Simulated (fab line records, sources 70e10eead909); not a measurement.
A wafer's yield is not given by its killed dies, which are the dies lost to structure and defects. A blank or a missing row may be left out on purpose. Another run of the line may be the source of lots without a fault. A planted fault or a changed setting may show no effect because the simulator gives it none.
Which tool was responsible? | flow nandHarc | 72 wafers from 24 lots sampled at 6 of the route's 1159 steps

== WHAT EACH GAUGE READ, for each wafer ==
The record holds no reading of a measuring or inspecting step that can be judged against a usual standard deviation.

== WHICH TOOL RAN EACH LOT (tool, then ch and the chambers of the sampled wafers, then the start) ==
lot  | NHARC_A_STAIRCASE_TRIM_191                   | NHARC_A_STAIRCASE_ETCH_199                   | NHARC_A_STAIRCASE_ETCH_201                   | NHARC_A_STAIRCASE_ETCH_234                   | NHARC_A_STAIRCASE_HM_DEP_456 | NHARC_A_STAIRCASE_ETCH_292
L074 | rieDiel-13 ch 2,3, day 11 10:12 or earlier   | rieDiel-09 ch 0,2,3, day 11 10:12 or earlier | rieDiel-09 ch 0,2,3, day 11 10:12 or earlier | rieDiel-08 ch 0,3, day 11 10:12 or earlier   | aclDep-03 ch 0, day 11 10:12 | rieDiel-13 ch 0,1, day 11 13:03
L075 | rieDiel-08 ch 1,3, day 12 04:55 or earlier   | rieDiel-13 ch 0,1,3, day 12 04:55 or earlier | rieDiel-13 ch 1,2,3, day 12 04:55 or earlier | rieDiel-08 ch 0,1, day 12 04:55 or earlier   | aclDep-03 ch 0, day 12 04:55 | rieDiel-09 ch 0,2, day 12 07:25
L076 | rieDiel-08 ch 1,2, day 12 09:46 or earlier   | rieDiel-13 ch 1,3, day 12 09:46 or earlier   | rieDiel-13 ch 2,3, day 12 09:46 or earlier   | rieDiel-08 ch 1,3, day 12 09:46 or earlier   | aclDep-02 ch 0, day 12 09:46 | rieDiel-08 ch 2,3, day 12 12:11
L077 | rieDiel-08 ch 2,3, day 12 11:54 or earlier   | rieDiel-13 ch 1,2,3, day 12 11:54 or earlier | rieDiel-13 ch 1,2,3, day 12 11:54 or earlier | rieDiel-09 ch 1,2, day 12 11:54 or earlier   | aclDep-02 ch 0, day 12 11:54 | rieDiel-08 ch 1,2,3, day 12 13:50
L078 | rieDiel-08 ch 0,2,3, day 12 08:52 or earlier | rieDiel-09 ch 0,1, day 12 08:52 or earlier   | rieDiel-09 ch 2,3, day 12 08:52 or earlier   | rieDiel-13 ch 1,2, day 12 08:52 or earlier   | aclDep-03 ch 0, day 12 08:52 | rieDiel-09 ch 0,1,3, day 12 11:56
L081 | rieDiel-13 ch 0,1,2, day 12 21:27 or earlier | rieDiel-09 ch 0,1,3, day 12 21:27 or earlier | rieDiel-09 ch 1,3, day 12 21:27 or earlier   | rieDiel-08 ch 0,2, day 12 21:27 or earlier   | aclDep-01 ch 0, day 12 21:27 | rieDiel-09 ch 0,1, day 13 00:19
L080 | rieDiel-09 ch 0,3, day 12 22:59 or earlier   | rieDiel-08 ch 0,1,2, day 12 22:59 or earlier | rieDiel-08 ch 1,2,3, day 12 22:59 or earlier | rieDiel-09 ch 0,1, day 12 22:59 or earlier   | aclDep-01 ch 0, day 12 22:59 | rieDiel-08 ch 0,1,3, day 13 01:57
L082 | rieDiel-08 ch 0,3, day 13 06:23 or earlier   | rieDiel-09 ch 0,2, day 13 06:23 or earlier   | rieDiel-09 ch 0,1,2, day 13 06:23 or earlier | rieDiel-09 ch 0,1,3, day 13 06:23 or earlier | aclDep-03 ch 0, day 13 06:23 | rieDiel-09 ch 0,2,3, day 13 09:18
L079 | rieDiel-08 ch 1,3, day 13 03:32 or earlier   | rieDiel-09 ch 0,1,2, day 13 03:32 or earlier | rieDiel-09 ch 1,2, day 13 03:32 or earlier   | rieDiel-13 ch 0,1, day 13 03:32 or earlier   | aclDep-02 ch 0, day 13 03:32 | rieDiel-09 ch 1,2,3, day 13 06:03
L083 | rieDiel-13 ch 0,2, day 13 19:07 or earlier   | rieDiel-08 ch 0,1,3, day 13 19:07 or earlier | rieDiel-08 ch 0,1,2, day 13 19:07 or earlier | rieDiel-09 ch 2,3, day 13 19:07 or earlier   | aclDep-01 ch 0, day 13 19:07 | rieDiel-09 ch 1,2, day 13 21:58
L086 | rieDiel-13 ch 0,1, day 14 08:45 or earlier   | rieDiel-08 ch 0,1, day 14 08:45 or earlier   | rieDiel-08 ch 0,2, day 14 08:45 or earlier   | rieDiel-08 ch 0,1,2, day 14 08:45 or earlier | aclDep-02 ch 0, day 14 08:45 | rieDiel-08 ch 2,3, day 14 11:22
L084 | rieDiel-13 ch 0,2,3, day 14 08:44 or earlier | rieDiel-13 ch 0,1,3, day 14 08:44 or earlier | rieDiel-13 ch 0,1,3, day 14 08:44 or earlier | rieDiel-13 ch 0,2,3, day 14 08:44 or earlier | aclDep-03 ch 0, day 14 08:44 | rieDiel-09 ch 0,1,2, day 14 11:43
L087 | rieDiel-09 ch 0,3, day 14 15:19 or earlier   | rieDiel-09 ch 0,1, day 14 15:19 or earlier   | rieDiel-09 ch 0,1, day 14 15:19 or earlier   | rieDiel-08 ch 0,1,2, day 14 15:19 or earlier | aclDep-02 ch 0, day 14 15:19 | rieDiel-08 ch 0,1,3, day 14 17:41
L089 | rieDiel-13 ch 0,2,3, day 15 00:17 or earlier | rieDiel-13 ch 1,2,3, day 15 00:17 or earlier | rieDiel-13 ch 1,2, day 15 00:17 or earlier   | rieDiel-09 ch 0,1,2, day 15 00:17 or earlier | aclDep-03 ch 0, day 15 00:17 | rieDiel-09 ch 0,1,3, day 15 03:35
L085 | rieDiel-13 ch 1,2,3, day 14 22:49 or earlier | rieDiel-08 ch 1,3, day 14 22:49 or earlier   | rieDiel-08 ch 0,1,2, day 14 22:49 or earlier | rieDiel-13 ch 0,1,2, day 14 22:49 or earlier | aclDep-02 ch 0, day 14 22:49 | rieDiel-13 ch 1,2,3, day 15 01:44
L091 | rieDiel-13 ch 0,1, day 15 12:29 or earlier   | rieDiel-09 ch 2,3, day 15 12:29 or earlier   | rieDiel-09 ch 0,1, day 15 12:29 or earlier   | rieDiel-09 ch 0,1, day 15 12:29 or earlier   | aclDep-01 ch 0, day 15 12:29 | rieDiel-09 ch 0,1,2, day 15 14:42
L088 | rieDiel-08 ch 0,1,3, day 15 11:13 or earlier | rieDiel-08 ch 0,2, day 15 11:13 or earlier   | rieDiel-08 ch 1,2,3, day 15 11:13 or earlier | rieDiel-13 ch 0,1,3, day 15 11:13 or earlier | aclDep-02 ch 0, day 15 11:13 | rieDiel-08 ch 1,2,3, day 15 13:28
L090 | rieDiel-08 ch 0,2,3, day 15 11:59 or earlier | rieDiel-08 ch 0,1,2, day 15 11:59 or earlier | rieDiel-08 ch 0,2,3, day 15 11:59 or earlier | rieDiel-13 ch 1,2,3, day 15 11:59 or earlier | aclDep-03 ch 0, day 15 11:59 | rieDiel-08 ch 0,2,3, day 15 14:58
L093 | rieDiel-13 ch 1,2,3, day 15 17:05 or earlier | rieDiel-13 ch 1,2,3, day 15 17:05 or earlier | rieDiel-13 ch 0,3, day 15 17:05 or earlier   | rieDiel-13 ch 0,3, day 15 17:05 or earlier   | aclDep-03 ch 0, day 15 17:05 | rieDiel-09 ch 0,1, day 15 19:43
L092 | rieDiel-09 ch 0,1,3, day 15 18:44 or earlier | rieDiel-08 ch 0,1,3, day 15 18:44 or earlier | rieDiel-08 ch 0,2,3, day 15 18:44 or earlier | rieDiel-09 ch 0,2,3, day 15 18:44 or earlier | aclDep-01 ch 0, day 15 18:44 | rieDiel-08 ch 0,1,3, day 15 21:40
L094 | rieDiel-13 ch 0,2, day 16 00:16 or earlier   | rieDiel-13 ch 0,1,3, day 16 00:16 or earlier | rieDiel-13 ch 0,1,2, day 16 00:16 or earlier | rieDiel-13 ch 1,3, day 16 00:16 or earlier   | aclDep-03 ch 0, day 16 00:16 | rieDiel-13 ch 1,2,3, day 16 03:11
L096 | rieDiel-08 ch 1,2,3, day 16 13:57 or earlier | rieDiel-08 ch 0,1,2, day 16 13:57 or earlier | rieDiel-08 ch 1,3, day 16 13:57 or earlier   | rieDiel-08 ch 1,2, day 16 13:57 or earlier   | aclDep-01 ch 0, day 16 13:57 | rieDiel-08 ch 0,2,3, day 16 16:45
L095 | rieDiel-08 ch 1,2,3, day 16 16:26 or earlier | rieDiel-08 ch 0,3, day 16 16:26 or earlier   | rieDiel-08 ch 0,1,3, day 16 16:26 or earlier | rieDiel-13 ch 2,3, day 16 16:26 or earlier   | aclDep-03 ch 0, day 16 16:26 | rieDiel-08 ch 0,3, day 16 19:16
L097 | rieDiel-13 ch 1,2,3, day 17 11:32 or earlier | rieDiel-13 ch 0,1,2, day 17 11:32 or earlier | rieDiel-13 ch 0,2,3, day 17 11:32 or earlier | rieDiel-08 ch 1,2,3, day 17 11:32 or earlier | aclDep-01 ch 0, day 17 11:32 | rieDiel-09 ch 0,1,3, day 17 14:37
- NHARC_A_STAIRCASE_TRIM_191: chemistry O2, time 211.2 s.
- NHARC_A_STAIRCASE_ETCH_199: etches the open film in C4F8/O2, target depth 100 nm, time 40.5 s.
- NHARC_A_STAIRCASE_ETCH_201: etches the open film in C4F8/O2, target depth 100 nm, time 40.5 s.
- NHARC_A_STAIRCASE_ETCH_234: etches the open film in C4F8/O2, target depth 100 nm, time 40.5 s.
- NHARC_A_STAIRCASE_HM_DEP_456: deposits aC, target thk 1500 nm.
- NHARC_A_STAIRCASE_ETCH_292: etches the open film in CF4/CHF3.

== AS READ BY THE TOOLS THEMSELVES (means over the sampled wafers that have a number; for cases with no such wafer, the mark the record gives instead) ==
NHARC_A_STAIRCASE_TRIM_191. Usual: drypumpMotorCurrentA 6.0 A, standard deviation 0.41; oesProductAu 0.998 a.u., standard deviation 0.0091; rfVppV 57.7 V, standard deviation 0.92; showerheadPlenumPTorr 3.50 Torr, standard deviation 0.12; throttleValvePct 17.036 %, standard deviation 0.0091.
lot  | tool       | drypumpMotorCurrentA (A) | oesProductAu (a.u.) | rfVppV (V) | showerheadPlenumPTorr (Torr) | throttleValvePct (%) | flag
L074 | rieDiel-13 | 6.0                      | 0.998               | 56.7       | 3.43                         | 17.028               | 
L075 | rieDiel-08 | 6.4                      | 1.000               | 57.8       | 3.44                         | 17.038               | 
L076 | rieDiel-08 | 6.4                      | 0.994               | 57.3       | 3.45                         | 17.041               | 
L077 | rieDiel-08 | 6.3                      | 0.988               | 57.7       | 3.48                         | 17.031               | 
L078 | rieDiel-08 | 6.1                      | 0.997               | 57.5       | 3.48                         | 17.036               | 
L081 | rieDiel-13 | 6.0                      | 0.997               | 57.9       | 3.59                         | 17.021               | 
L080 | rieDiel-09 | 5.6                      | 0.986               | 57.7       | 3.42                         | 17.037               | 
L082 | rieDiel-08 | 6.2                      | 0.996               | 58.0       | 3.47                         | 17.031               | 
L079 | rieDiel-08 | 6.4                      | 0.996               | 57.9       | 3.39                         | 17.037               | 
L083 | rieDiel-13 | 6.1                      | 0.993               | 57.4       | 3.53                         | 17.038               | 
L086 | rieDiel-13 | 5.8                      | 0.996               | 57.8       | 3.66                         | 17.042               | 
L084 | rieDiel-13 | 5.9                      | 0.996               | 58.2       | 3.49                         | 17.038               | 
L087 | rieDiel-09 | 5.5                      | 0.988               | 57.6       | 3.51                         | 17.036               | 
L089 | rieDiel-13 | 5.9                      | 1.006               | 58.6       | 3.49                         | 17.031               | 
L085 | rieDiel-13 | 5.8                      | 1.009               | 57.8       | 3.55                         | 17.040               | 
L091 | rieDiel-13 | 5.8                      | 0.996               | 58.5       | 3.71                         | 17.045               | 
L088 | rieDiel-08 | 6.2                      | 0.993               | 57.7       | 3.43                         | 17.030               | 
L090 | rieDiel-08 | 6.1                      | 0.995               | 57.8       | 3.47                         | 17.033               | 
L093 | rieDiel-13 | 5.8                      | 1.002               | 57.7       | 3.54                         | 17.042               | 
L092 | rieDiel-09 | 6.0                      | 0.992               | 58.2       | 3.47                         | 17.035               | 
L094 | rieDiel-13 | 6.2                      | 1.001               | 57.1       | 3.44                         | 17.039               | 
L096 | rieDiel-08 | 6.4                      | 0.999               | 57.2       | 3.42                         | 17.037               | 
L095 | rieDiel-08 | 6.4                      | 0.997               | 57.1       | 3.42                         | 17.035               | 
L097 | rieDiel-13 | 5.8                      | 1.000               | 58.0       | 3.53                         | 17.035               | 

NHARC_A_STAIRCASE_ETCH_199. Usual: oesProductAu 0.939 a.u., standard deviation 0.013; rfVppV 895 V, standard deviation 4.7.
lot  | tool       | oesProductAu (a.u.) | rfVppV (V) | flag
L074 | rieDiel-09 | 0.936               | 897        | 
L075 | rieDiel-13 | 0.948               | 899        | 
L076 | rieDiel-13 | 0.947               | 898        | 
L077 | rieDiel-13 | 0.935               | 896        | 
L078 | rieDiel-09 | 0.930               | 891        | 
L081 | rieDiel-09 | 0.945               | 895        | 
L080 | rieDiel-08 | 0.940               | 893        | 
L082 | rieDiel-09 | 0.924               | 892        | 
L079 | rieDiel-09 | 0.932               | 895        | 
L083 | rieDiel-08 | 0.959               | 893        | 
L086 | rieDiel-08 | 0.942               | 893        | 
L084 | rieDiel-13 | 0.947               | 899        | 
L087 | rieDiel-09 | 0.913               | 893        | 
L089 | rieDiel-13 | 0.931               | 897        | 
L085 | rieDiel-08 | 0.947               | 891        | 
L091 | rieDiel-09 | 0.944               | 899        | 
L088 | rieDiel-08 | 0.934               | 894        | 
L090 | rieDiel-08 | 0.922               | 892        | 
L093 | rieDiel-13 | 0.948               | 897        | 
L092 | rieDiel-08 | 0.939               | 892        | 
L094 | rieDiel-13 | 0.936               | 899        | 
L096 | rieDiel-08 | 0.939               | 892        | 
L095 | rieDiel-08 | 0.936               | 895        | 
L097 | rieDiel-13 | 0.950               | 897        | 

NHARC_A_STAIRCASE_ETCH_201. Usual: oesProductAu 0.939 a.u., standard deviation 0.014; rfVppV 895 V, standard deviation 4.9.
lot  | tool       | oesProductAu (a.u.) | rfVppV (V) | flag
L074 | rieDiel-09 | 0.935               | 896        | 
L075 | rieDiel-13 | 0.935               | 897        | 
L076 | rieDiel-13 | 0.949               | 893        | 
L077 | rieDiel-13 | 0.933               | 897        | 
L078 | rieDiel-09 | 0.940               | 900        | 
L081 | rieDiel-09 | 0.947               | 898        | 
L080 | rieDiel-08 | 0.940               | 893        | 
L082 | rieDiel-09 | 0.918               | 894        | 
L079 | rieDiel-09 | 0.936               | 899        | 
L083 | rieDiel-08 | 0.946               | 893        | 
L086 | rieDiel-08 | 0.931               | 895        | 
L084 | rieDiel-13 | 0.951               | 900        | 
L087 | rieDiel-09 | 0.924               | 891        | 
L089 | rieDiel-13 | 0.944               | 899        | 
L085 | rieDiel-08 | 0.948               | 893        | 
L091 | rieDiel-09 | 0.933               | 892        | 
L088 | rieDiel-08 | 0.938               | 893        | 
L090 | rieDiel-08 | 0.928               | 895        | 
L093 | rieDiel-13 | 0.962               | 897        | 
L092 | rieDiel-08 | 0.936               | 894        | 
L094 | rieDiel-13 | 0.954               | 898        | 
L096 | rieDiel-08 | 0.951               | 891        | 
L095 | rieDiel-08 | 0.932               | 892        | 
L097 | rieDiel-13 | 0.955               | 895        | 

NHARC_A_STAIRCASE_ETCH_234. Usual: oesProductAu 0.940 a.u., standard deviation 0.013; rfVppV 895 V, standard deviation 4.7.
lot  | tool       | oesProductAu (a.u.) | rfVppV (V) | flag
L074 | rieDiel-08 | 0.939               | 894        | 
L075 | rieDiel-08 | 0.946               | 893        | 
L076 | rieDiel-08 | 0.942               | 892        | 
L077 | rieDiel-09 | 0.942               | 897        | 
L078 | rieDiel-13 | 0.922               | 899        | 
L081 | rieDiel-08 | 0.934               | 894        | 
L080 | rieDiel-09 | 0.928               | 891        | 
L082 | rieDiel-09 | 0.928               | 895        | 
L079 | rieDiel-13 | 0.945               | 900        | 
L083 | rieDiel-09 | 0.936               | 900        | 
L086 | rieDiel-08 | 0.931               | 893        | 
L084 | rieDiel-13 | 0.941               | 895        | 
L087 | rieDiel-08 | 0.943               | 893        | 
L089 | rieDiel-09 | 0.933               | 895        | 
L085 | rieDiel-13 | 0.959               | 898        | 
L091 | rieDiel-09 | 0.924               | 890        | 
L088 | rieDiel-13 | 0.947               | 899        | 
L090 | rieDiel-13 | 0.937               | 897        | 
L093 | rieDiel-13 | 0.933               | 896        | 
L092 | rieDiel-09 | 0.940               | 896        | 
L094 | rieDiel-13 | 0.942               | 901        | 
L096 | rieDiel-08 | 0.925               | 893        | 
L095 | rieDiel-13 | 0.947               | 891        | 
L097 | rieDiel-08 | 0.948               | 891        | 

NHARC_A_STAIRCASE_HM_DEP_456. Usual: 35.001 % for throttleValvePct, sd 0.009.
lot  | tool      | throttleValvePct (%) | flag
L074 | aclDep-03 | 35.006               | 
L075 | aclDep-03 | 34.992               | 
L076 | aclDep-02 | 34.999               | 
L077 | aclDep-02 | 34.995               | 
L078 | aclDep-03 | 35.003               | 
L081 | aclDep-01 | 35.006               | 
L080 | aclDep-01 | 35.006               | 
L082 | aclDep-03 | 35.001               | 
L079 | aclDep-02 | 35.009               | 
L083 | aclDep-01 | 35.009               | 
L086 | aclDep-02 | 34.999               | 
L084 | aclDep-03 | 34.998               | 
L087 | aclDep-02 | 35.005               | 
L089 | aclDep-03 | 34.999               | 
L085 | aclDep-02 | 35.001               | 
L091 | aclDep-01 | 35.006               | 
L088 | aclDep-02 | 34.994               | 
L090 | aclDep-03 | 34.997               | 
L093 | aclDep-03 | 35.002               | 
L092 | aclDep-01 | 34.999               | 
L094 | aclDep-03 | 34.990               | 
L096 | aclDep-01 | 35.004               | 
L095 | aclDep-03 | 34.998               | 
L097 | aclDep-01 | 34.999               | 

NHARC_A_STAIRCASE_ETCH_292. Usual: drypumpMotorCurrentA 6.0 A, standard deviation 0.49; oesProductAu 0.946 a.u., standard deviation 0.02; rfVppV 369.8 V, standard deviation 1.9; showerheadPlenumPTorr 1.55 Torr, standard deviation 0.052; throttleValvePct 16.804 %, standard deviation 0.0093.
lot  | tool       | drypumpMotorCurrentA (A) | oesProductAu (a.u.) | rfVppV (V) | showerheadPlenumPTorr (Torr) | throttleValvePct (%) | flag
L074 | rieDiel-13 | 5.8                      | 0.959               | 372.4      | 1.64                         | 16.811               | 
L075 | rieDiel-09 | 5.6                      | 0.949               | 369.4      | 1.53                         | 16.810               | 
L076 | rieDiel-08 | 6.3                      | 0.923               | 369.9      | 1.55                         | 16.803               | 
L077 | rieDiel-08 | 6.4                      | 0.962               | 369.4      | 1.53                         | 16.803               | 
L078 | rieDiel-09 | 5.9                      | 0.934               | 369.9      | 1.55                         | 16.792               | 
L081 | rieDiel-09 | 6.1                      | 0.914               | 367.9      | 1.51                         | 16.804               | 
L080 | rieDiel-08 | 6.1                      | 0.965               | 369.4      | 1.53                         | 16.800               | 
L082 | rieDiel-09 | 5.5                      | 0.968               | 370.4      | 1.57                         | 16.811               | 
L079 | rieDiel-09 | 5.8                      | 0.978               | 371.9      | 1.60                         | 16.819               | 
L083 | rieDiel-09 | 6.3                      | 0.934               | 371.3      | 1.58                         | 16.811               | 
L086 | rieDiel-08 | 6.3                      | 0.954               | 369.4      | 1.54                         | 16.801               | 
L084 | rieDiel-09 | 6.0                      | 0.941               | 370.6      | 1.55                         | 16.805               | 
L087 | rieDiel-08 | 6.2                      | 0.923               | 368.5      | 1.53                         | 16.804               | 
L089 | rieDiel-09 | 5.9                      | 0.917               | 369.9      | 1.55                         | 16.802               | 
L085 | rieDiel-13 | 5.8                      | 0.925               | 370.2      | 1.58                         | 16.797               | 
L091 | rieDiel-09 | 5.9                      | 0.964               | 369.7      | 1.55                         | 16.795               | 
L088 | rieDiel-08 | 6.4                      | 0.964               | 369.0      | 1.53                         | 16.806               | 
L090 | rieDiel-08 | 6.1                      | 0.946               | 368.9      | 1.55                         | 16.802               | 
L093 | rieDiel-09 | 6.1                      | 0.949               | 368.2      | 1.50                         | 16.803               | 
L092 | rieDiel-08 | 6.1                      | 0.959               | 368.8      | 1.53                         | 16.809               | 
L094 | rieDiel-13 | 5.8                      | 0.926               | 370.7      | 1.58                         | 16.810               | 
L096 | rieDiel-08 | 6.1                      | 0.969               | 369.6      | 1.55                         | 16.795               | 
L095 | rieDiel-08 | 6.2                      | 0.941               | 369.6      | 1.54                         | 16.805               | 
L097 | rieDiel-09 | 5.9                      | 0.918               | 368.9      | 1.54                         | 16.803               | 

== THE ANSWER, worked out from the rows above alone ==
Rule: lot off if the mean of its wafers having a number is beyond 3 standard deviations from the usual mean. A lot without any number at a reading at which 4 lots or more have one is off too. Any other lot the step has rows for is counted as sound. The gauges are gone through in route order, then the tools' own readings, and for those a lot's mean is taken as printed above. The first step at which some lot is off is used, and at that step the reading that is off furthest; a lot without a number counts as furthest.
No lot is off at any reading shown: from this, nothing can be told.

== WHAT THE SIMULATOR PUT IN ==
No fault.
